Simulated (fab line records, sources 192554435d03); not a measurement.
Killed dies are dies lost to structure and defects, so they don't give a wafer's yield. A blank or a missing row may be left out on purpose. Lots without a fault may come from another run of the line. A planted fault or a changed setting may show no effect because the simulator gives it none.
Which tool did it? | flow n5_finfet | 14 lots, 42 wafers sampled, at 2 steps of a route of 1938

WHAT THE GAUGES READ, wafer by wafer
N5_BEOL_M8_CD_MEAS_18: pitch 80 nm, target cd 40 nm.
lot  | measured     | on        | cd_nm (nm)
L700 | day 9 13:32  | cd_sem-01 | 39.6 40.1 40.0
L699 | day 9 13:41  | cd_sem-03 | 39.1 39.9 39.1
L702 | day 10 12:30 | cd_sem-03 | 40.5 40.0 40.7
L704 | day 10 15:44 | cd_sem-03 | 40.0 40.7 40.1
L707 | day 12 03:49 | cd_sem-03 | 39.7 39.7 39.5
L708 | day 12 10:16 | cd_sem-01 | 39.7 39.8 40.1
L711 | day 13 06:53 | cd_sem-03 | 40.0 40.0 40.7
L709 | day 13 07:09 | cd_sem-01 | 40.2 40.1 40.3
L710 | day 13 08:10 | cd_sem-02 | 40.9 40.6 39.8
L714 | day 13 19:00 | cd_sem-02 | 40.6 39.9 40.4
L713 | day 13 19:04 | cd_sem-01 | 39.3 39.1 39.8
L715 | day 14 04:35 | cd_sem-01 | 40.2 39.4 39.4
L716 | day 14 04:44 | cd_sem-02 | 40.1 40.2 39.6
L720 | day 15 14:19 | cd_sem-01 | 40.2 39.8 40.0

WHICH TOOL RAN EACH LOT (tool, then ch and the chambers of the sampled wafers, then the start)
lot  | N5_BEOL_M8_HM_DEP_02
L700 | pvd_sputter-03, day 9 12:26
L699 | pvd_sputter-03, day 9 12:32
L702 | pvd_sputter-01, day 10 11:01
L704 | pvd_sputter-01, day 10 14:35
L707 | pvd_sputter-01, day 12 02:43
L708 | pvd_sputter-03, day 12 09:13
L711 | pvd_sputter-03, day 13 05:46
L709 | pvd_sputter-03, day 13 05:58
L710 | pvd_sputter-03, day 13 07:07
L714 | pvd_sputter-02, day 13 17:52
L713 | pvd_sputter-02, day 13 17:58
L715 | pvd_sputter-01, day 14 03:32
L716 | pvd_sputter-02, day 14 03:41
L720 | pvd_sputter-02, day 15 13:08
- N5_BEOL_M8_HM_DEP_02: deposits TiN, target thk 20 nm.

WHAT THE TOOLS THEMSELVES READ (means of the sampled wafers that have a number; where no wafer has one, the mark that the record gives instead)
N5_BEOL_M8_HM_DEP_02.
lot  | tool           | throttle_valve_pct (%)
L700 | pvd_sputter-03 | 29.5
L699 | pvd_sputter-03 | 29.5
L702 | pvd_sputter-01 | 29.7
L704 | pvd_sputter-01 | 29.7
L707 | pvd_sputter-01 | 30.0
L708 | pvd_sputter-03 | 30.4
L711 | pvd_sputter-03 | 29.5
L709 | pvd_sputter-03 | 30.3
L710 | pvd_sputter-03 | 31.1
L714 | pvd_sputter-02 | 29.7
L713 | pvd_sputter-02 | 29.0
L715 | pvd_sputter-01 | 29.6
L716 | pvd_sputter-02 | 29.4
L720 | pvd_sputter-02 | 29.3

THE ANSWER, worked out from the rows above alone
Rule: what is usual is taken from the lots themselves. Put in order of their means at a reading, lots are off if they are a third of the lots or fewer, leave a main group of 4 or more, and stand apart from it by a gap of 3 or more times the standard deviation of the main group's means; of several such gaps the widest counts. A main group whose means are all the same, to the digits that the tables above print for the reading, isn't used. A lot without any number at a reading at which 4 lots or more have one is off too. The other lots that the step has rows for count as sound. The gauges are gone through in route order, then the tools' own readings, and for those a lot's mean is taken as printed above. The first step at which some lot is off is used, and at that step the reading that is off furthest; a lot without a number counts as furthest.
No lot is off at any reading shown: from this, nothing can be told.

WHAT THE SIMULATOR HAD PUT IN
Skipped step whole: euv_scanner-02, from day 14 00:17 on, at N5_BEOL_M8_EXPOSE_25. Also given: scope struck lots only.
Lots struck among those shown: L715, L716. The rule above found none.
